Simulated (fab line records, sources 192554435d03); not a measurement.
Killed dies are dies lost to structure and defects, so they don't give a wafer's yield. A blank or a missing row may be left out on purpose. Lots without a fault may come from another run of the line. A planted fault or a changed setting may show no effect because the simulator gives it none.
Which tool did it? | flow n5_finfet | 9 lots, 27 wafers sampled, at 7 steps of a route of 1938

WHAT THE GAUGES READ, wafer by wafer
N5_BEOL_M1_THK_MEAS_53: measures by xrf.
lot  | measured     | on            | M1_THK (nm)
L318 | day 8 19:55  | film_metro-01 | 39.9 40.8 40.3
L322 | day 9 21:17  | film_metro-01 | 42.4 40.7 48.2
L323 | day 10 00:46 | film_metro-01 | 49.5 45.8 40.0
L326 | day 10 13:07 | film_metro-02 | 37.9 38.7 39.8
L327 | day 11 11:19 | film_metro-02 | 40.8 40.5 40.8
L330 | day 11 17:20 | film_metro-02 | 39.0 38.3 38.7
L331 | day 12 01:05 | film_metro-02 | 39.1 36.8 40.1
L332 | day 12 02:45 | film_metro-01 | 38.1 37.8 39.5
L333 | day 12 04:44 | film_metro-02 | 39.6 40.7 39.5

N5_BEOL_M4_RC_MEAS_101.
lot  | measured     | on        | COMB_M1_max_site (S/m)        | DIBL_N (mV/V)  | DIBL_P (mV/V)  | IOFF_N (nA/um)    | IOFF_P (nA/um)    | ION_N (uA/um) | ION_P (uA/um) | SS_N (mV/dec)  | SS_P (mV/dec)  | VT_N (mV)         | VT_P (mV)
L318 | day 10 15:32 | prober-02 | 1.12e-10 8e-11 5.3e-11        | 35.5 36.2 35.2 | 35.2 35.9 35.0 | 0.133 0.149 0.128 | 0.188 0.192 0.180 | 660 670 664   | 453 458 452   | 71.2 71.2 71.2 | 72.8 73.1 73.4 | 253.5 252.0 255.7 | -253.0 -255.0 -255.7
L322 | day 11 11:40 | prober-02 | 6.7e-11 7.6e-11 ~0.0014286    | 36.8 34.5 35.1 | 35.5 33.3 33.3 | 0.161 0.123 0.129 | 0.211 0.178 0.176 | 677 660 659   | 454 452 454   | 71.4 71.1 71.6 | 74.0 72.7 73.3 | 253.2 253.4 254.8 | -251.8 -253.1 -253.2
L323 | day 12 10:47 | prober-02 | ~0.0014286 ~0.0014286 7.1e-11 | 34.4 36.0 37.2 | 34.2 36.0 37.4 | 0.117 0.137 0.153 | 0.164 0.192 0.211 | 656 656 666   | 447 452 456   | 70.8 71.7 71.6 | 72.5 72.9 73.3 | 253.0 252.0 251.0 | -251.7 -252.3 -252.4
L326 | day 12 15:55 | prober-02 | 7.4e-11 5.5e-11 6.1e-11       | 36.5 36.5 36.9 | 37.9 37.4 37.7 | 0.160 0.157 0.169 | 0.218 0.206 0.215 | 675 682 669   | 461 459 455   | 70.8 71.5 71.6 | 73.0 73.5 73.4 | 251.5 254.7 251.7 | -249.8 -253.8 -250.4
L327 | day 12 15:20 | prober-01 | 8.7e-11 9e-11 7.9e-11         | 34.7 35.2 34.3 | 36.2 36.0 35.4 | 0.135 0.140 0.126 | 0.171 0.176 0.161 | 677 667 663   | 456 455 456   | 71.2 71.5 71.2 | 72.8 73.7 73.0 | 253.7 252.1 253.5 | -255.0 -255.3 -255.1
L330 | day 13 21:12 | prober-01 | 8.6e-11 1.05e-10 6.4e-11      | 35.8 32.8 34.9 | 38.0 34.6 37.1 | 0.168 0.121 0.152 | 0.216 0.176 0.203 | 673 669 685   | 462 460 474   | 71.5 71.3 71.5 | 73.4 72.8 73.5 | 249.3 251.3 252.4 | -252.6 -253.5 -249.4
L331 | day 14 01:19 | prober-02 | 8.4e-11 9.6e-11 6.8e-11       | 37.1 36.4 36.6 | 38.5 37.5 37.4 | 0.190 0.170 0.165 | 0.239 0.215 0.209 | 690 691 679   | 472 468 462   | 71.4 71.4 71.7 | 74.4 74.6 73.0 | 247.0 248.6 249.0 | -248.6 -250.0 -248.8
L332 | day 14 04:28 | prober-02 | 8.4e-11 1.03e-10 7.9e-11      | 34.8 35.1 36.2 | 35.7 36.5 37.1 | 0.130 0.138 0.155 | 0.177 0.189 0.208 | 667 674 671   | 465 461 459   | 71.1 71.4 71.0 | 73.4 72.4 73.0 | 252.7 252.6 252.4 | -253.0 -253.8 -251.6
L333 | day 15 00:24 | prober-02 | 7.9e-11 8.3e-11 1.01e-10      | 35.8 35.0 35.3 | 35.8 34.7 34.6 | 0.145 0.134 0.136 | 0.211 0.189 0.192 | 689 679 672   | 473 469 462   | 70.6 70.9 70.7 | 72.9 72.8 73.1 | 248.5 250.8 250.5 | -249.6 -249.5 -249.6

WHICH TOOL RAN EACH LOT (tool, then ch and the chambers of the sampled wafers, then the start)
lot  | N5_BEOL_M1_ANNEAL_87         | N5_BEOL_M1_ANNEAL_93         | N5_BEOL_M1_ANNEAL_51             | N5_BEOL_M1_CMP_52             | N5_BEOL_M1_CO_CAP_55
L318 | pvd_sputter-03, day 8 18:06  | pvd_sputter-03, day 8 18:46  | rtp_anneal-01 ch 0, day 8 19:19  | cmp-01 ch 0,1,2, day 8 19:40  | cvd_co-02 ch 1,2, day 8 19:59
L322 | pvd_sputter-01, day 9 19:28  | pvd_sputter-01, day 9 20:07  | rtp_anneal-02, day 9 20:49       | cmp-01 ch 0,1,3, day 9 21:06  | cvd_co-02 ch 0,1,2, day 9 21:24
L323 | pvd_sputter-01, day 9 22:58  | pvd_sputter-01, day 9 23:37  | rtp_anneal-01, day 10 00:11      | cmp-04 ch 1,2,3, day 10 00:33 | cvd_co-02 ch 0,1, day 10 00:51
L326 | pvd_sputter-01, day 10 11:02 | pvd_sputter-01, day 10 11:42 | rtp_anneal-01 ch 0, day 10 12:15 | cmp-04 ch 0,3, day 10 12:49   | cvd_co-01 ch 0,1, day 10 13:11
L327 | pvd_sputter-03, day 11 09:17 | pvd_sputter-03, day 11 10:02 | rtp_anneal-02 ch 0, day 11 10:41 | cmp-01 ch 0,2,3, day 11 11:06 | cvd_co-01 ch 0,2, day 11 11:23
L330 | pvd_sputter-02, day 11 15:32 | pvd_sputter-02, day 11 16:11 | rtp_anneal-02 ch 0, day 11 16:45 | cmp-04 ch 0,2, day 11 17:03   | cvd_co-02 ch 0,1,2, day 11 17:25
L331 | pvd_sputter-01, day 11 23:07 | pvd_sputter-01, day 11 23:46 | rtp_anneal-01 ch 0, day 12 00:22 | cmp-01 ch 1,2,3, day 12 00:47 | cvd_co-02 ch 0,1,2, day 12 01:11
L332 | pvd_sputter-01, day 12 00:57 | pvd_sputter-01, day 12 01:37 | rtp_anneal-01 ch 0, day 12 02:10 | cmp-01 ch 1,2,3, day 12 02:28 | cvd_co-02 ch 0,1, day 12 02:50
L333 | pvd_sputter-01, day 12 02:55 | pvd_sputter-01, day 12 03:34 | rtp_anneal-01 ch 0, day 12 04:08 | cmp-01 ch 1,2, day 12 04:27   | cvd_co-02 ch 0,2, day 12 04:49
- N5_BEOL_M1_ANNEAL_87: time 240 s.
- N5_BEOL_M1_ANNEAL_93: time 240 s.
- N5_BEOL_M1_ANNEAL_51: time 90 s.
- N5_BEOL_M1_CMP_52: polishes, stops on SiOC, t overpolish 6.8 s, target thk 40 nm.
- N5_BEOL_M1_CO_CAP_55: material Co, precursor CCTBA/H2, target thk 2 nm, time 102.1 s.

WHAT THE TOOLS THEMSELVES READ (means of the sampled wafers that have a number; where no wafer has one, the mark that the record gives instead)
N5_BEOL_M1_ANNEAL_87.
lot  | tool           | heater_power_w (W) | susceptor_temp_C (C)
L318 | pvd_sputter-03 | 867                | 400.09
L322 | pvd_sputter-01 | 844                | 400.07
L323 | pvd_sputter-01 | 921                | 400.04
L326 | pvd_sputter-01 | 872                | 399.91
L327 | pvd_sputter-03 | 802                | 399.91
L330 | pvd_sputter-02 | 871                | 400.05
L331 | pvd_sputter-01 | 873                | 399.78
L332 | pvd_sputter-01 | 847                | 399.94
L333 | pvd_sputter-01 | 835                | 400.21

N5_BEOL_M1_ANNEAL_93.
lot  | tool           | heater_power_w (W) | susceptor_temp_C (C)
L318 | pvd_sputter-03 | 875                | 399.87
L322 | pvd_sputter-01 | 846                | 400.12
L323 | pvd_sputter-01 | 932                | 400.13
L326 | pvd_sputter-01 | 872                | 400.10
L327 | pvd_sputter-03 | 812                | 400.08
L330 | pvd_sputter-02 | 860                | 400.09
L331 | pvd_sputter-01 | 895                | 399.81
L332 | pvd_sputter-01 | 839                | 399.87
L333 | pvd_sputter-01 | 856                | 399.76

N5_BEOL_M1_ANNEAL_51.
lot  | tool          | anneal_temp_c (C) | anneal_temp_c_max | wafer_temp_C_max
L318 | rtp_anneal-01 | 225.19            | 226.39            | 226.7
L322 | rtp_anneal-02 | -                 | -                 | -
L323 | rtp_anneal-01 | -                 | -                 | -
L326 | rtp_anneal-01 | 225.02            | 226.29            | 226.6
L327 | rtp_anneal-02 | 225.36            | 226.55            | 225.9
L330 | rtp_anneal-02 | 225.07            | 226.23            | 226.0
L331 | rtp_anneal-01 | 224.60            | 225.61            | 226.9
L332 | rtp_anneal-01 | 225.01            | 226.13            | 226.6
L333 | rtp_anneal-01 | 224.88            | 225.96            | 226.7

N5_BEOL_M1_CMP_52.
lot  | tool   | barrier_field_endpoint_s (s) | motor_current_A (A) | overpolish_run_s (s) | time_to_endpoint_s (s)
L318 | cmp-01 | 25.2                         | 6.0                 | 6.797                | 62.7
L322 | cmp-01 | 29.1                         | 6.4                 | 6.796                | 81.9
L323 | cmp-04 | 29.2                         | 6.4                 | 6.794                | 80.7
L326 | cmp-04 | 24.0                         | 5.8                 | 6.800                | 60.1
L327 | cmp-01 | 24.5                         | 6.5                 | 6.803                | 61.5
L330 | cmp-04 | 23.7                         | 6.1                 | 6.805                | 55.2
L331 | cmp-01 | 23.5                         | 6.4                 | 6.807                | 57.1
L332 | cmp-01 | 24.8                         | 6.5                 | 6.802                | 61.7
L333 | cmp-01 | 24.9                         | 6.3                 | 6.801                | 58.3

N5_BEOL_M1_CO_CAP_55.
lot  | tool      | heater_power_w (W)
L318 | cvd_co-02 | 280
L322 | cvd_co-02 | 252
L323 | cvd_co-02 | 238
L326 | cvd_co-01 | 245
L327 | cvd_co-01 | 244
L330 | cvd_co-02 | 254
L331 | cvd_co-02 | 248
L332 | cvd_co-02 | 267
L333 | cvd_co-02 | 234

THE ANSWER, worked out from the rows above alone
Rule: what is usual is taken from the lots themselves. Put in order of their means at a reading, lots are off if they are a third of the lots or fewer, leave a main group of 4 or more, and stand apart from it by a gap of 3 or more times the standard deviation of the main group's means; of several such gaps the widest counts. A main group whose means are all the same, to the digits that the tables above print for the reading, isn't used. A lot without any number at a reading at which 4 lots or more have one is off too. The other lots that the step has rows for count as sound. The gauges are gone through in route order, then the tools' own readings, and for those a lot's mean is taken as printed above. The first step at which some lot is off is used, and at that step the reading that is off furthest; a lot without a number counts as furthest.
Off: L322, L323, at N5_BEOL_M1_THK_MEAS_53 (M1_THK). The main group: mean 39.4 nm, standard deviation 0.86.
A tool fits if, at a process step before that reading, it ran every lot that is off, and no sound lot after the first of them. The gauges at N5_BEOL_M1_THK_MEAS_53 aren't tried: what is off there is off at N5_BEOL_M4_RC_MEAS_101 too, on other tools, and a gauge's error can't cause that. None of those tried fits.

WHAT THE SIMULATOR HAD PUT IN
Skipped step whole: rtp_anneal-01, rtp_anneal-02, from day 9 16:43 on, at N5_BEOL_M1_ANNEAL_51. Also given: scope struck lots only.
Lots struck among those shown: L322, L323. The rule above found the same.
